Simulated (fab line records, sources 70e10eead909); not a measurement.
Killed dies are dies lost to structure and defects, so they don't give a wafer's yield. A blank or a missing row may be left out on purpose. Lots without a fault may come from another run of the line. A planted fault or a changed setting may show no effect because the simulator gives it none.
fab line records | flow nand_harc
record lots=6 wafers=18 last_day=25
route steps=1159 shown THIN_TSV@1139 END@1159
lots that met no fault: from a run of the same line without faults
start_h: hours from the record's first day to the start of the lot's first wafer shown | wait_h: hours since the lot's step before | " the same as in the row above | L1.1+2: a row that stands for several wafers | - no value, or no start given | * or withheld: withheld | < > ~ a bound
route shown NAME@n: a module of which the file shows steps, and the number in the route of the first | usual: mean/standard deviation of fault-free wafers | same: alike in all rows | chamber/n: place in a boat | sites: the reading at each site | _std_site: their standard deviation | _edge_site: outer sites' mean less inner sites' | radius_mm: how far each site lies from the wafer's centre | mask NAME#n: copy n | behind: the tool/chamber that last shaped the wafer | hold: why the lot was held/for how many hours/how that ended | device: the transistor (n, p or np) that didn't switch | end of line: the same wafers' tests at the end of the route | a step without rows: its recipe alone | killed: dies lost to structure and defects at the first sort, not the wafer's yield | map: a wafer's dies, x killed, . not, _ none there
set.NAME: the setting as run; set.NAME@STEP: as run at that earlier step | model.NAME: the simulator's own value behind a step, which no gauge read
lots at some steps of the route; a table a step, a row a wafer
services: from which hour (start_h, from the record's first day; less than 0 if before it) a tool's chamber was out of use, for how many hours, and why
## steps
# step NHARC_THIN_TSV_PVD_24
# recipe target_thk_a=8000 power_w=withheld chamber_pressure_pa=withheld substrate_temp_c=withheld time_s=withheld gas=Ar material=Al
# step NHARC_THIN_TSV_DEHYDRATE_25
# recipe temp_c=150 time_s=120
# step NHARC_THIN_TSV_HMDS_26
# recipe time_s=30
# step NHARC_THIN_TSV_COAT_27
# recipe spin_rpm=*
# step NHARC_THIN_TSV_SOFTBAKE_28
# recipe temp_c=122 time_s=95
# step NHARC_THIN_TSV_EBR_29
# step NHARC_THIN_TSV_EXPOSE_30
# recipe na=0.55 dose_mj=11.47 mask_id=PAD
# step NHARC_THIN_TSV_PEB_31
# recipe peb_temp_c=118 peb_time_s=85
# step NHARC_THIN_TSV_DEVELOP_32
# recipe time_s=70
# step NHARC_THIN_TSV_CD_MEAS_33
# recipe target_cd_nm=5000 landing_energy_ev=500
# usual cd_nm=4998.1/2.1
# columns lot.wafer tool chamber start_h wait_h cd_nm
L695.2 cd_sem-01 0 446.15 - 4996.3
L695.4 " 0 " " 5000.4
L695.5 " 0 " " 4997.7
L696.1 cd_sem-03 0 450.48 - 4996.0
L696.3 " 0 " " 4998.8
L696.5 " 0 " " 4994.8
L711.1 cd_sem-02 0 549.71 - 5000.5
L711.3 " 0 " " 4999.9
L711.6 " 0 " " 4999.5
L709.3 cd_sem-03 0 551.14 - 5001.6
L709.5 " 0 " " 5002.4
L709.6 " 0 " " 5001.6
L712.1 cd_sem-03 0 561.66 - 4999.0
L712.4 " 0 " " 4997.9
L712.6 " 0 " " 5000.3
L716.1 cd_sem-01 0 572.56 - 5003.3
L716.3 " 0 " " 5002.8
L716.6 " 0 " " 5002.6
# step NHARC_THIN_TSV_HARDBAKE_34
# recipe temp_c=125 time_s=80
# step NHARC_THIN_TSV_DESCUM_35
# recipe time_s=3 o2_flow_sccm=200 ar_flow_sccm=0 bias_power_w=0 chemistry=O2
# usual drypump_motor_current_A=5.8/0.32 mfc_ar_sccm=0.006/0.0084 oes_product_au=0.991/0.015 rf_vpp_V=57.8/0.8 showerhead_plenum_p_Torr=1.92/0.073 throttle_valve_pct=11.312/0.0096
# columns lot.wafer tool chamber start_h wait_h drypump_motor_current_A mfc_ar_sccm oes_product_au rf_hours_counter_h rf_vpp_V showerhead_plenum_p_Torr throttle_valve_pct
L695.4 rie_diel-02 1 446.31 - 6.5 0.020 0.989 10 57.4 1.85 11.319
L695.2 " 3 " " 5.8 0 1.023 11 59.1 1.92 11.306
L695.5 " 1 " " 6.5 0.020 0.987 - 58.1 1.85 11.343
L696.3 rie_diel-12 1 450.66 - 5.6 0.009 1.011 4 58.2 1.92 11.318
L696.1 " 2 " " 5.5 0.012 0.989 5 57.4 1.86 11.315
L696.5 " 0 " " 5.9 0.024 0.999 - 57.8 1.92 11.307
L711.3 rie_diel-02 3 549.89 - 5.8 0 0.981 5 57.3 1.92 11.308
L711.1 " 1 " " 6.5 0.020 0.988 5 57.1 1.85 11.304
L711.6 " 2 " " 5.9 0 0.996 - 57.9 2.03 11.313
L709.3 rie_diel-01 1 551.33 - 5.4 0 0.980 4 57.6 1.95 11.313
L709.5 " 2 " " 6.0 0 0.993 - 56.4 2.02 11.316
L709.6 " 3 " " 5.8 0 0.991 - 58.0 1.90 11.309
L712.1 rie_diel-01 3 561.82 - 5.8 0 0.986 7 56.7 1.90 11.314
L712.4 " 0 " " 6.1 0 0.991 5 59.2 2.00 11.315
L712.6 " 3 " " 5.8 0 0.990 - 56.7 1.90 11.315
L716.1 rie_diel-12 3 572.74 - 5.1 0 0.963 0 57.1 1.77 11.292
L716.3 " 0 " " 5.9 0.024 0.992 1 58.1 1.92 11.326
L716.6 " 2 " " 5.5 0.012 0.972 - 57.2 1.86 11.326
# step NHARC_THIN_TSV_ETCH_59
# recipe target_depth_a=8800 icp_w=900 bias_w=100 Cl2_flow_sccm=60 bcl3_flow_sccm=30 time_s=138.1 chemistry=Cl2/BCl3
# usual drypump_motor_current_A=5.6/0.32 he_backside_leak_sccm=3.40/0.3 oes_product_au=1.000/0.01 run_length_s=159.5/0.46 throttle_valve_pct=22.265/0.0094
# columns lot.wafer tool chamber start_h wait_h drypump_motor_current_A he_backside_leak_sccm oes_product_au rf_hours_counter_h run_length_s throttle_valve_pct
L695.2 rie_metal-02 1 446.44 0.1 6.0 3.31 1.002 1.4 159.2 22.277
L695.4 " 1 " " 6.0 3.11 0.989 - 158.9 22.279
L695.5 " 1 " " 6.0 2.92 0.996 - 159.3 22.259
L696.1 rie_metal-03 1 450.77 0.1 5.8 3.05 0.992 4.7 160.1 22.254
L696.3 " 1 " " 5.9 3.01 0.991 - 159.8 22.257
L696.5 " 1 " " 5.8 3.14 0.998 - 159.9 22.258
L711.1 rie_metal-03 0 550.00 0.1 5.3 3.49 0.990 2.4 159.7 22.254
L711.3 " 0 " " 5.3 3.42 0.995 - 190.3 22.258
L711.6 " 1 " " 5.8 3.42 0.994 - 190.3 22.264
L709.3 rie_metal-02 0 551.49 0.1 5.8 3.52 1.006 - 158.8 22.272
L709.6 " 0 " " 5.8 3.39 1.014 - 158.8 22.253
L709.5 " 1 " " 6.0 3.24 1.024 - 159.1 22.253
L712.1 rie_metal-03 1 561.95 0.1 5.8 3.34 1.008 2.9 160.0 22.264
L712.4 " 0 " " 5.3 3.29 0.998 - 159.3 22.275
L712.6 " 1 " " 5.8 3.45 1.005 - 190.9 22.256
L716.1 rie_metal-01 0 572.85 0.1 5.1 3.68 0.985 1.7 159.4 22.284
L716.3 " 1 " " 5.6 3.34 1.003 - 160.0 22.250
L716.6 " 1 " " 5.7 3.31 1.008 - 160.6 22.248
# step NHARC_THIN_TSV_ETCH_36
# recipe target_depth_a=650 over_etch_frac=0.3 time_s=18.571 ion_energy_ev=150 chemistry=Cl2/BCl3
# usual drypump_motor_current_A=5.6/0.32 he_backside_leak_sccm=3.4/0.36 oes_product_au=1.000/0.0098 run_length_s=40.0/0.42
# columns lot.wafer tool chamber start_h wait_h drypump_motor_current_A he_backside_leak_sccm oes_product_au rf_hours_counter_h run_length_s
L695.2 rie_metal-02 1 446.70 0.2 6.0 3.2 0.999 1.5 39.3
L695.4 " 0 " " 5.8 3.6 1.006 - 39.4
L695.5 " 0 " " 5.8 3.7 1.007 - 39.4
L696.1 rie_metal-03 1 451.24 0.4 5.8 3.0 0.996 5.0 40.1
L696.3 " 1 " " 5.8 3.1 1.000 - 40.6
L696.5 " 1 " " 5.8 3.0 0.991 - 40.3
L711.1 rie_metal-03 0 550.26 0.2 5.3 3.2 0.990 2.5 39.6
L711.3 " 0 " " 5.3 3.4 0.997 - 39.5
L711.6 " 1 " " 5.9 3.2 0.999 - 40.3
L709.3 rie_metal-02 1 551.69 0.2 6.0 3.1 1.016 - 39.4
L709.6 " 0 " " 5.8 3.8 1.008 - 40.1
L709.5 " 1 " " 6.0 2.9 1.016 - 39.5
L712.1 rie_metal-03 0 562.21 0.2 5.3 3.3 1.002 3.0 39.8
L712.4 " 0 " " 5.3 3.3 1.007 - 39.9
L712.6 " 0 " " 5.3 3.3 1.003 - 39.5
L716.1 rie_metal-01 0 573.11 0.2 5.0 3.6 0.984 1.8 40.2
L716.3 " 0 " " 5.1 3.6 0.987 - 39.7
L716.6 " 1 " " 5.6 3.4 0.991 - 40.5
# step NHARC_END_SORT_01
# recipe temp_c=25
# usual defect_limited_yield=95.8/1.3 killed_at_array=24/8.7 killed_at_other=0.8/1.2 killed_at_periphery=3.6/2.3 killed_dies=28/8.9 killed_open=3.2/1.9 killed_short=2.0/1.6 sort_bin_2_pct=1.3/0.57 sort_bin_3_pct=0.22/0.19 sort_bin_4_pct=2.7/0.89 sort_n_pass=649/8.9 sort_rim_yield_pct=95/3.1 sort_yield_pct=95.8/1.3
# same gross_dies=677 sort_bin_5_pct[%]=0 sort_bin_6_pct[%]=0 sort_bin_7_pct[%]=0 sort_bin_8_pct[%]=0 sort_rim_n_gross=106.00
# columns lot.wafer tool chamber start_h wait_h defect_limited_yield[%] killed_at_array killed_at_other killed_at_periphery killed_dies killed_open killed_short sort_bin_2_pct[%] sort_bin_3_pct[%] sort_bin_4_pct[%] sort_n_pass sort_rim_yield_pct[%] sort_yield_pct[%]
L695.2 prober-01 0 473.17 2.8 97.3 17 0 1 18 3 1 1.2 0 1.5 659 93 97.3
L695.4 prober-01 0 474.76 3.4 95.6 23 1 6 30 4 7 1.8 0 2.7 647 92 95.6
L695.5 prober-01 0 475.55 3.7 96.9 20 0 1 21 2 2 0.9 0.15 2.1 656 97 96.9
L709.3 prober-02 0 563.46 3.1 94.4 34 0 4 38 2 3 1.8 0.44 3.4 639 99 94.4
L709.5 prober-02 0 565.03 3.7 92.6 43 0 7 50 6 0 1.6 0.15 5.6 627 96 92.6
L709.6 prober-02 0 565.81 3.9 94.4 35 0 3 38 1 1 1.5 0.59 3.5 639 92 94.4
L711.1 prober-01 0 569.54 2.5 97.5 13 0 4 17 4 1 0.7 0 1.8 660 100 97.5
L711.3 prober-01 0 571.14 3.1 96.6 17 0 6 23 5 0 1.2 0.30 1.9 654 100 96.6
L711.6 prober-01 0 573.54 4.0 97.2 13 1 5 19 0 3 1.6 0 1.2 658 100 97.2
# killed by level:class
L695.2 A_STAIRCASE:chamber_film_flake=4 A_SLIT:chamber_film_flake=4 A_CONTACT:chamber_film_flake=4 A_CONTACT:geometric_particle:open=2 A_CHANNEL_FILL_D1:geometric_particle:open=1 A_WL_FILL:geometric_particle:short=1 P_STI:chamber_film_flake=1 A_CHANNEL_HOLE_D1:chamber_film_flake=1
L695.4 A_SLIT:chamber_film_flake=7 A_STAIRCASE:chamber_film_flake=4 A_WL_FILL:geometric_particle:short=2 A_CONTACT:geometric_particle:open=2 A_M0:geometric_particle:short=2 P_ZERO_WELL:chamber_film_flake=2 P_STI:chamber_film_flake=2 P_M0:geometric_particle:short=1
L695.5 A_SLIT:chamber_film_flake=12 A_CONTACT:chamber_film_flake=2 P_M1:geometric_particle:short=1 A_ONON_D1:geometric_particle:open=1 A_CHANNEL_HOLE_D1:geometric_particle:short=1 A_CONTACT:geometric_particle:open=1 A_CHANNEL_HOLE_D1:chamber_film_flake=1 A_WL_FILL:chamber_film_flake=1
L709.3 A_SLIT:chamber_film_flake=17 A_CHANNEL_HOLE_D1:chamber_film_flake=3 A_CONTACT:chamber_film_flake=3 A_BLC:chamber_film_flake=3 A_WL_FILL:geometric_particle:short=2 A_ZERO_WELL:chamber_film_flake=2 A_BONDPAD:chamber_film_flake=2 P_GATE:geometric_particle:open=1
L709.5 A_SLIT:chamber_film_flake=15 A_CONTACT:chamber_film_flake=6 A_BLC:chamber_film_flake=6 A_BONDPAD:chamber_film_flake=4 A_CONTACT:geometric_particle:open=3 P_ZERO_WELL:chamber_film_flake=3 A_CHANNEL_HOLE_D1:chamber_film_flake=3 P_GATE:chamber_film_flake=2
L709.6 A_SLIT:chamber_film_flake=13 A_CHANNEL_HOLE_D1:chamber_film_flake=8 A_BLC:chamber_film_flake=6 A_BONDPAD:chamber_film_flake=3 A_CONTACT:chamber_film_flake=2 A_CHANNEL_FILL_D1:geometric_particle:open=1 A_CONTACT:geometric_particle:short=1 P_STI:chamber_film_flake=1
L711.1 A_CHANNEL_HOLE_D1:chamber_film_flake=4 A_CHANNEL_FILL_D1:chamber_film_flake=3 A_BLC:chamber_film_flake=3 P_CONTACT:geometric_particle:open=1 P_M0:geometric_particle:open=1 A_ONON_D1:geometric_particle:open=1 A_WL_FILL:geometric_particle:short=1 A_BLC:geometric_particle:open=1
L711.3 A_CHANNEL_HOLE_D1:chamber_film_flake=12 A_CONTACT:geometric_particle:open=3 P_M0:chamber_film_flake=3 P_M2:geometric_particle:open=1 A_SGD_CUT:geometric_particle:open=1 P_ZERO_WELL:chamber_film_flake=1 P_BONDPAD:chamber_film_flake=1 A_WL_FILL:chamber_film_flake=1
L711.6 A_CHANNEL_HOLE_D1:chamber_film_flake=7 P_STI:chamber_film_flake=2 P_GATE:chamber_film_flake=2 A_CONTACT:chamber_film_flake=2 A_CHANNEL_HOLE_D1:geometric_particle:short=1 A_WL_FILL:geometric_particle:short=1 A_M0:geometric_particle:short=1 P_M2:chamber_film_flake=1
## services
# columns tool chamber start_h hours kind
rie_diel-02 0 435.00 - clean
rie_diel-02 1 435.00 - clean
rie_diel-02 2 435.00 - clean
rie_diel-02 3 435.00 - clean
rie_diel-12 0 437.43 - clean
rie_diel-12 1 437.43 - clean
rie_diel-12 2 437.43 - clean
rie_diel-12 3 437.43 - clean
rie_diel-01 0 446.32 - clean
rie_diel-01 1 446.32 - clean
rie_metal-03 0 450.61 4.3 repair
rie_metal-03 - 453.00 9.0 pm
rie_metal-03 1 453.00 9.0 vent_cycle
rie_metal-03 1 462.00 - clean
rie_diel-01 - 491.84 9.0 pm
rie_diel-02 - 505.00 9.0 pm
rie_diel-01 2 507.48 4.4 repair
rie_metal-01 - 509.00 9.0 pm
rie_metal-03 0 518.09 1.1 repair
rie_diel-12 3 537.28 29.8 repair
rie_diel-12 - 556.41 9.0 pm
rie_metal-02 - 565.06 9.0 pm
rie_metal-02 0 565.06 9.0 vent_cycle
rie_metal-02 1 565.06 9.0 vent_cycle
## key
first_sign step=NHARC_THIN_TSV_ETCH_59 reading=run_length_s direction=up sigmas=67 usual=* struck=*
effect none on later readings
met_at NHARC_THIN_TSV_ETCH_59
struck_wafers L711.3,L711.6,L712.6
onset_between 450.77 550.00
fault kind=process_parameter_drift tool=rie_metal-03 chamber=- onset_h=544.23 steps=NHARC_THIN_TSV_ETCH_59 channel=time_s offset=* shape=step end_h=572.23 scope=struck_wafers_only acts_in=* stated=*
